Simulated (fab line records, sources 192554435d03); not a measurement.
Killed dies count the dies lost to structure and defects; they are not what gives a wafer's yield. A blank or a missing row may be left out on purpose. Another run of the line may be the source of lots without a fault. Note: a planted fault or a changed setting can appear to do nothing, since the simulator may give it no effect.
A struck lot beside a sound one	flow n5_finfet	26 out of 1938 route steps
Sound: these wafers, L842.1, L842.4, L842.5. Wafers L839.1, L839.2, L839.3 were the ones struck. At the end, the cause is stated.
For every step that has rows: the tool of each side, followed by ch and its chambers, followed by its first start. Under that, the readings that differ: sound wafers	struck wafers	difference of the means	sigmas: that difference in standard deviations of wafers without a fault.
alike: a reading whose means differ by less than 2 such deviations, as well as words and numbers matching on both sides. not compared: withheld readings; readings where some wafer has no value; bounds like >300 that might hide an equal value; numbers whose values overlap and for which the record gives no deviation.
A row with sigmas, a row that says differs or no value, or rows on one side alone: a step with any of these is where the two part. When numbers do not overlap yet have no deviation, they are printed without sigmas and do not part them. A reading that every wafer of one side lacks parts them only if that side has two wafers or more.

first, 9 steps without rows for these wafers: N5_MIM_BOT_LITHO_SOFTBAKE_03 (time 90 s); N5_MIM_BOT_LITHO_EXPOSE_05 (exposes mask MIM BOT); N5_MIM_BOT_LITHO_PEB_06; N5_MIM_BOT_LITHO_DEVELOP_07 (develop time 60 s); N5_MIM_BOT_LITHO_HARDBAKE_09 (time 120 s); N5_MIM_BOT_LITHO_DESCUM_10 (chemistry O2, time 7.9 s); N5_MIM_BOT_ETCH_ETCH_04 (etches SiNx in CF4/O2, target depth 26 nm, time 13 s); N5_MIM_BOT_ETCH_ETCH_03 (etches the open film in Cl2/BCl3, target depth 12 nm); N5_MIM_BOT_ETCH_ETCH_00 (etches TiN in Cl2/BCl3, target depth 45.5 nm).
N5_MIM_BOT_ETCH_STRIP_01: strips in O2.
  sound on rie_diel-06 ch 0,1,3, day 17 08:33; struck on rie_diel-06 ch 0,2,3, day 16 05:52
  no value came back on the struck wafers for any of 9 readings (bias_power_w (W), chamber_pressure_mTorr (mTorr) and others); on the sound wafers bias_power_w (W) reads 0 0 0
  not compared: rf_hours_counter_h, model.coat_of_MIM_BOT_LITHO_COAT_02.thk_nm
then, 13 steps without rows for these wafers: N5_MIM_BOT_ETCH_STRIP_02 (strips in post etch residue remover, time 1200 s); N5_MIM_BOT_ETCH_CLEAN_05 (cleans in IPA, time 180 s); N5_MIM_BOT_ETCH_SRD_06 (time 30 s); N5_PASSIVATION_PECVD_55 (deposits SiO2 from SiH4/N2O, target thk 400 nm, time 22.5 s); N5_PASSIVATION_PECVD_01 (deposits SiNx from SiH4/NH3/N2, target thk 200 nm, time 43.2 s); N5_PASSIVATION_HMDS_03 (time 60 s); N5_PASSIVATION_COAT_04; N5_PASSIVATION_EBR_06; N5_PASSIVATION_SOFTBAKE_05 (time 90 s); N5_PASSIVATION_EXPOSE_07 (exposes mask TV, defocus 0 nm, target cd 3000 nm); N5_PASSIVATION_PEB_08; N5_PASSIVATION_DEVELOP_09 (develop time 60 s); N5_PASSIVATION_HARDBAKE_11 (time 120 s).
N5_PASSIVATION_INSPECT_61: inspects for defects (macro).
  struck on defect_inspect-01, day 16 07:07; sound on defect_inspect-01, day 17 10:45
reading	sound	struck	difference	sigmas
raw_defect_count	3 1 4	57 60 81	+63	+49
then, 1 step without rows for these wafers: N5_PASSIVATION_DESCUM_12 (chemistry O2, time 7.9 s).
N5_PASSIVATION_PROBE_49:
  rows exist in the record for the struck wafers here (prober-01, day 16 14:38), but not for the sound ones

== WHERE THEY PART ==
At N5_MIM_BOT_ETCH_STRIP_01 first; at N5_PASSIVATION_PROBE_49 last (within this record only).

WHY: the cause the simulator had injected
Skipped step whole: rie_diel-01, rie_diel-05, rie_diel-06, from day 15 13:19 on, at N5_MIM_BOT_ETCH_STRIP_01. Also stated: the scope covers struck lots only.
